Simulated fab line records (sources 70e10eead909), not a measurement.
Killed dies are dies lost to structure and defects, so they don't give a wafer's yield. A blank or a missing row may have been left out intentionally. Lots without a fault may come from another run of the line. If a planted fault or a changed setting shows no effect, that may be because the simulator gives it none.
What tool caused it?	flow nand_harc	24 lots, 72 wafers sampled, at 6 steps of a route of 1159

WHAT EACH GAUGE READ, for each wafer
NHARC_P_CONTACT_INSPECT_27. Usual: 276 for raw_defect_count, sd 110.
lot	measured	on	raw_defect_count	flag
L074	day 5 16:54	defect_inspect-01	195 228 269	
L075	day 5 17:43	defect_inspect-02	309 325 220	
L077	day 6 10:25	defect_inspect-02	277 305 279	
L076	day 6 10:44	defect_inspect-01	332 223 251	
L078	day 6 12:49	defect_inspect-01	323 199 433	
L080	day 6 23:50	defect_inspect-02	285 389 327	
L079	day 6 23:55	defect_inspect-01	160 501 198	
L081	day 7 14:26	defect_inspect-01	153 359 180	
L082	day 7 23:30	defect_inspect-02	346 257 350	
L083	day 8 04:07	defect_inspect-01	231 308 122	
L084	day 8 11:22	defect_inspect-02	422 235 162	
L085	day 8 12:32	defect_inspect-01	369 191 187	
L086	day 9 07:27	defect_inspect-02	209 123 104	
L087	day 9 07:58	defect_inspect-01	187 142 161	
L089	day 9 09:15	defect_inspect-01	247 198 510	
L088	day 9 14:47	defect_inspect-01	354 178 454	
L090	day 9 23:20	defect_inspect-02	175 231 317	
L091	day 9 23:39	defect_inspect-01	131 94 193	
L092	day 10 11:23	defect_inspect-01	429 318 298	
L093	day 10 20:56	defect_inspect-01	354 478 428	
L094	day 10 20:58	defect_inspect-01	111 190 164	
L095	day 11 00:31	defect_inspect-01	123 339 179	
L096	day 11 01:26	defect_inspect-01	351 673 373	
L097	day 11 11:02	defect_inspect-01	325 199 255	

NHARC_P_M0_OVL_MEAS_10: pitch 180 nm. Usual: overlay_x_nm -0.4 nm, standard deviation 0.96; overlay_y_nm -0.3 nm, standard deviation 0.73.
lot	measured	on	overlay_x_nm (nm)	overlay_y_nm (nm)	flag
L074	day 5 17:53	overlay-01	-0.2 -0.1 0.0	0.3 0.4 -0.1	
L075	day 5 18:35	overlay-01	-0.8 -1.4 -0.9	1.5 1.2 1.2	
L077	day 6 11:23	overlay-02	-0.5 0.0 -0.3	-1.2 -1.5 -1.6	
L076	day 6 11:45	overlay-02	-0.2 -0.4 -0.8	-1.3 -1.0 -1.5	
L078	day 6 13:41	overlay-01	0.4 0.4 0.4	0.4 0.6 -0.2	
L080	day 7 00:43	overlay-02	0.8 0.9 0.6	-2.0 -1.3 -1.0	
L079	day 7 00:55	overlay-01	0.2 0.0 0.1	-1.8 -1.4 -1.1	
L081	day 7 15:25	overlay-02	-0.5 -0.5 -0.8	-0.1 -0.2 -0.7	
L082	day 8 00:29	overlay-02	-0.1 -0.1 0.6	0.5 1.1 1.0	
L083	day 8 05:11	overlay-02	-1.4 -1.3 -1.8	-0.6 0.1 -0.2	
L084	day 8 12:21	overlay-01	-0.5 -0.5 -0.9	0.3 0.2 0.2	
L085	day 8 13:31	overlay-01	-2.8 -3.2 -3.6	-0.8 -0.7 -0.7	
L086	day 9 08:26	overlay-02	1.1 0.3 1.1	-0.2 -0.7 -0.2	
L087	day 9 08:57	overlay-02	-1.0 -1.5 -0.6	0.3 -0.2 0.6	
L089	day 9 10:07	overlay-02	0.3 0.9 0.6	-0.9 -0.1 0.0	
L088	day 9 15:48	overlay-01	0.1 0.3 0.2	-0.1 0.1 -0.3	
L090	day 10 00:19	overlay-01	0.1 0.9 1.0	-0.2 -0.8 -0.4	
L091	day 10 00:39	overlay-01	-0.2 -0.4 -0.5	0.1 -0.9 0.4	
L092	day 10 12:22	overlay-02	-0.8 -1.1 -0.9	0.2 0.2 0.4	
L093	day 10 21:56	overlay-01	-0.6 -0.6 -0.2	-0.6 -0.4 -0.5	
L094	day 10 22:05	overlay-02	0.2 0.1 -0.3	-0.2 -1.0 -1.0	
L095	day 11 01:30	overlay-01	1.1 0.4 0.8	-0.5 -0.3 0.1	
L096	day 11 02:26	overlay-01	0.1 0.0 -0.1	-0.1 -0.1 -0.1	
L097	day 11 12:10	overlay-01	-2.3 -2.7 -2.8	0.1 -0.6 -0.3	

NHARC_P_M0_INSPECT_11. Usual: 4.1 for raw_defect_count, sd 2.4.
lot	measured	on	raw_defect_count	flag
L074	day 5 17:56	defect_inspect-01	7 3 3	
L075	day 5 18:37	defect_inspect-01	6 5 6	
L077	day 6 11:26	defect_inspect-01	3 1 4	
L076	day 6 11:47	defect_inspect-02	3 3 1	
L078	day 6 13:43	defect_inspect-02	3 3 2	
L080	day 7 00:44	defect_inspect-02	4 5 8	
L079	day 7 00:57	defect_inspect-02	2 1 2	
L081	day 7 15:27	defect_inspect-02	1 4 2	
L082	day 8 00:32	defect_inspect-02	3 2 9	
L083	day 8 05:13	defect_inspect-02	5 2 2	
L084	day 8 12:23	defect_inspect-01	4 3 4	
L085	day 8 13:34	defect_inspect-01	1 3 3	
L086	day 9 08:29	defect_inspect-01	7 3 5	
L087	day 9 08:59	defect_inspect-01	1 3 3	
L089	day 9 10:08	defect_inspect-02	2 7 4	
L088	day 9 15:50	defect_inspect-01	5 3 4	
L090	day 10 00:22	defect_inspect-02	3 1 1	
L091	day 10 00:41	defect_inspect-02	9 4 5	
L092	day 10 12:25	defect_inspect-01	12 5 8	
L093	day 10 21:58	defect_inspect-01	8 5 7	
L094	day 10 22:07	defect_inspect-01	4 4 7	
L095	day 11 01:32	defect_inspect-01	4 5 4	
L096	day 11 02:28	defect_inspect-01	6 8 5	
L097	day 11 12:12	defect_inspect-01	7 12 4	

WHICH TOOL RAN EACH LOT (tool, then ch and the chambers of the sampled wafers, then the start)
lot	NHARC_P_GATE_STRIP_101	NHARC_P_GATE_RTA_64	NHARC_P_CONTACT_ETCH_35
L074	rie_diel-09 ch 0,1, day 5 04:10	rtp_anneal-02 ch 0, day 5 10:43	rie_diel-08 ch 0,1,3, day 5 13:53
L075	rie_diel-09 ch 0,2, day 5 04:22	rtp_anneal-01 ch 0, day 5 11:30	rie_diel-06 ch 0,1,2, day 5 14:36
L077	rie_diel-02 ch 0,1, day 5 21:05	rtp_anneal-02 ch 0, day 6 03:12	rie_diel-12 ch 1,2, day 6 06:27
L076	rie_diel-02 ch 0,1,2, day 5 21:32	rtp_anneal-02 ch 0, day 6 03:44	rie_diel-06 ch 1,2,3, day 6 06:54
L078	rie_diel-02 ch 0,1,3, day 6 00:19	rtp_anneal-01 ch 0, day 6 06:18	rie_diel-12 ch 2,3, day 6 09:33
L080	rie_diel-09 ch 0,1,3, day 6 08:50	rtp_anneal-01 ch 0, day 6 15:00	rie_diel-08 ch 0,2,3, day 6 18:08
L079	rie_diel-07 ch 0,1,2, day 6 09:05	rtp_anneal-02 ch 0, day 6 15:21	rie_diel-12 ch 1,2, day 6 18:31
L081	rie_diel-07 ch 0,1,2, day 7 01:43	rtp_anneal-01 ch 0, day 7 08:13	rie_diel-12 ch 0,2,3, day 7 11:23
L082	rie_diel-09 ch 0,2, day 7 09:08	rtp_anneal-01 ch 0, day 7 15:35	rie_diel-06 ch 0,3, day 7 18:41
L083	rie_diel-09 ch 0,2,3, day 7 15:36	rtp_anneal-02 ch 0, day 7 21:50	rie_diel-08 ch 1,2,3, day 8 01:03
L084	rie_diel-09 ch 0,1,2, day 7 20:28	rtp_anneal-02 ch 0, day 8 02:26	rie_diel-12 ch 0,1,3, day 8 05:35
L085	rie_diel-09 ch 0,1,2, day 7 20:53	rtp_anneal-01 ch 0, day 8 03:12	rie_diel-06 ch 0,1, day 8 06:23
L086	rie_diel-07 ch 1,2,3, day 8 11:37	rtp_anneal-01 ch 0, day 8 18:12	rie_diel-12 ch 0,2, day 8 21:15
L087	rie_diel-07 ch 1,3, day 8 11:45	rtp_anneal-02 ch 0, day 8 19:03	rie_diel-08 ch 2,3, day 8 22:02
L089	rie_diel-09 ch 0,1, day 8 13:39	rtp_anneal-02 ch 0, day 8 21:50	rie_diel-12 ch 0,1,3, day 9 00:58
L088	rie_diel-09 ch 0,2,3, day 8 20:02	rtp_anneal-02 ch 0, day 9 02:29	rie_diel-06 ch 0,1, day 9 05:38
L090	rie_diel-07 ch 2,3, day 9 04:48	rtp_anneal-01 ch 0, day 9 11:05	rie_diel-08 ch 1,2,3, day 9 14:06
L091	rie_diel-07 ch 0,1,2, day 9 04:49	rtp_anneal-02 ch 0, day 9 11:11	rie_diel-08 ch 1,2,3, day 9 14:38
L092	rie_diel-07 ch 0,1, day 9 20:29	rtp_anneal-02 ch 0, day 10 02:38	rie_diel-12 ch 0,3, day 10 05:51
L093	rie_diel-09 ch 0,3, day 10 06:04	rtp_anneal-01 ch 0, day 10 12:17	rie_diel-12 ch 0,2, day 10 16:01
L094	rie_diel-07 ch 0,2, day 10 06:25	rtp_anneal-01 ch 0, day 10 12:31	rie_diel-08 ch 0,2, day 10 16:10
L095	rie_diel-09 ch 0,2,3, day 10 12:14	rtp_anneal-01 ch 0, day 10 18:13	rie_diel-08 ch 0,1,2, day 10 21:25
L096	rie_diel-09 ch 0,1,3, day 10 12:37	rtp_anneal-02 ch 0, day 10 19:10	rie_diel-08 ch 0,3, day 10 22:25
L097	rie_diel-09 ch 1,3, day 10 22:30	rtp_anneal-01 ch 0, day 11 04:55	rie_diel-08 ch 1,2, day 11 08:03
- NHARC_P_GATE_STRIP_101: strips in O2, time 20 s.
- NHARC_P_GATE_RTA_64: time 1 s.
- NHARC_P_CONTACT_ETCH_35: etches the open film in CF4, target depth 39 nm, time 65 s.

WHAT THE TOOLS THEMSELVES READ (means of the sampled wafers that have a number; where no wafer has one, the mark that the record gives instead)
NHARC_P_GATE_STRIP_101. Usual: drypump_motor_current_A 5.8 A, standard deviation 0.44; oes_product_au 0.998 a.u., standard deviation 0.011; rf_vpp_V 58.1 V, standard deviation 0.88; showerhead_plenum_p_Torr 3.64 Torr, standard deviation 0.13; throttle_valve_pct 17.037 %, standard deviation 0.0088.
lot	tool	drypump_motor_current_A (A)	oes_product_au (a.u.)	rf_vpp_V (V)	showerhead_plenum_p_Torr (Torr)	throttle_valve_pct (%)	flag
L074	rie_diel-09	5.7	1.007	57.6	3.56	17.040	
L075	rie_diel-09	5.8	1.008	59.1	3.67	17.039	
L077	rie_diel-02	6.4	1.002	57.9	3.57	17.031	
L076	rie_diel-02	6.3	0.987	57.7	3.55	17.039	
L078	rie_diel-02	6.1	0.997	57.1	3.44	17.025	
L080	rie_diel-09	5.6	1.000	57.7	3.63	17.032	
L079	rie_diel-07	5.9	1.005	58.4	3.67	17.040	
L081	rie_diel-07	5.9	1.001	58.6	3.67	17.043	
L082	rie_diel-09	5.6	0.993	57.2	3.57	17.046	
L083	rie_diel-09	5.5	0.996	57.6	3.64	17.036	
L084	rie_diel-09	5.9	1.004	59.0	3.65	17.037	
L085	rie_diel-09	5.9	1.001	58.3	3.65	17.046	
L086	rie_diel-07	5.6	0.997	58.4	3.66	17.033	
L087	rie_diel-07	5.5	0.994	58.3	3.57	17.031	
L089	rie_diel-09	5.7	1.013	57.0	3.55	17.033	
L088	rie_diel-09	5.5	0.985	58.9	3.64	17.031	
L090	rie_diel-07	5.8	1.001	58.7	3.75	17.036	
L091	rie_diel-07	5.9	0.998	57.7	3.66	17.037	
L092	rie_diel-07	5.7	0.997	58.5	3.57	17.039	
L093	rie_diel-09	5.4	0.995	57.8	3.53	17.046	
L094	rie_diel-07	6.2	0.991	58.8	3.72	17.034	
L095	rie_diel-09	5.5	0.999	57.4	3.63	17.043	
L096	rie_diel-09	5.6	1.000	58.0	3.62	17.035	
L097	rie_diel-09	5.5	1.001	58.1	3.69	17.043	

NHARC_P_GATE_RTA_64. Usual: lamp_power_pct 36 %, standard deviation 5.1; lamp_zone_1_pct 36 %, standard deviation 5.1; wafer_temp_C_max 1053.8, standard deviation 0.97.
lot	tool	lamp_power_pct (%)	lamp_zone_1_pct (%)	wafer_temp_C_max	flag
L074	rtp_anneal-02	41	41	1053.0	
L075	rtp_anneal-01	31	31	1053.8	
L077	rtp_anneal-02	41	41	1053.2	
L076	rtp_anneal-02	41	41	1052.7	
L078	rtp_anneal-01	31	31	1054.5	
L080	rtp_anneal-01	31	31	1054.1	
L079	rtp_anneal-02	41	41	1053.9	
L081	rtp_anneal-01	31	31	1054.3	
L082	rtp_anneal-01	31	31	1054.8	
L083	rtp_anneal-02	41	41	1052.9	
L084	rtp_anneal-02	41	41	1052.2	
L085	rtp_anneal-01	31	31	1054.5	
L086	rtp_anneal-01	31	31	1054.6	
L087	rtp_anneal-02	41	41	1054.1	
L089	rtp_anneal-02	41	41	1053.2	
L088	rtp_anneal-02	41	41	1054.1	
L090	rtp_anneal-01	31	31	1054.2	
L091	rtp_anneal-02	41	41	1053.1	
L092	rtp_anneal-02	41	41	1053.4	
L093	rtp_anneal-01	31	31	1054.2	
L094	rtp_anneal-01	31	31	1054.9	
L095	rtp_anneal-01	31	31	1054.9	
L096	rtp_anneal-02	41	41	1052.9	
L097	rtp_anneal-01	31	31	1054.6	

NHARC_P_CONTACT_ETCH_35. Usual: drypump_motor_current_A 5.9 A, standard deviation 0.43; oes_product_au 1.004 a.u., standard deviation 0.0091; rf_vpp_V 151.5 V, standard deviation 1.2; showerhead_plenum_p_Torr 1.78 Torr, standard deviation 0.064; throttle_valve_pct 13.284 %, standard deviation 0.0098.
lot	tool	drypump_motor_current_A (A)	oes_product_au (a.u.)	rf_vpp_V (V)	showerhead_plenum_p_Torr (Torr)	throttle_valve_pct (%)	flag
L074	rie_diel-08	5.9	1.000	152.3	1.77	13.287	
L075	rie_diel-06	6.3	1.008	152.0	1.77	13.286	
L077	rie_diel-12	5.1	1.005	151.4	1.73	13.296	
L076	rie_diel-06	6.2	1.002	152.1	1.80	13.294	
L078	rie_diel-12	5.7	1.011	152.5	1.85	13.280	
L080	rie_diel-08	5.8	1.001	151.2	1.78	13.288	
L079	rie_diel-12	5.1	0.997	151.0	1.73	13.284	
L081	rie_diel-12	5.9	1.014	151.4	1.80	13.291	
L082	rie_diel-06	6.1	1.004	151.2	1.74	13.289	
L083	rie_diel-08	6.0	1.003	152.2	1.80	13.290	
L084	rie_diel-12	5.6	1.004	149.8	1.77	13.284	
L085	rie_diel-06	6.3	0.987	150.6	1.72	13.287	
L086	rie_diel-12	6.1	1.001	150.5	1.74	13.291	
L087	rie_diel-08	5.8	1.015	151.5	1.76	13.289	
L089	rie_diel-12	5.6	1.004	150.9	1.77	13.278	
L088	rie_diel-06	6.2	0.988	151.2	1.74	13.281	
L090	rie_diel-08	6.0	1.003	151.7	1.80	13.277	
L091	rie_diel-08	6.0	1.001	151.9	1.80	13.282	
L092	rie_diel-12	5.9	1.012	152.9	1.83	13.284	
L093	rie_diel-12	5.9	1.001	151.1	1.77	13.291	
L094	rie_diel-08	5.9	1.013	151.4	1.79	13.274	
L095	rie_diel-08	6.1	1.004	151.1	1.82	13.285	
L096	rie_diel-08	5.8	1.010	150.4	1.73	13.292	
L097	rie_diel-08	6.2	1.003	152.4	1.84	13.288	

THE ANSWER, worked out from the rows above alone
Rule: lot off if the mean of its wafers having a number is beyond 3 standard deviations from the usual mean. A lot without any number at a reading at which 4 lots or more have one is off too. Any other lot the step has rows for is counted as sound. After the gauges, taken in route order, come the tools' own readings; for these a lot's mean is taken, as printed above. The first step at which some lot is off is used, and at that step the reading that is off furthest; a lot without a number counts as furthest.
Across all readings shown, no lot is off: no conclusion can be drawn from this.

WHAT WAS PUT IN BY THE SIMULATOR
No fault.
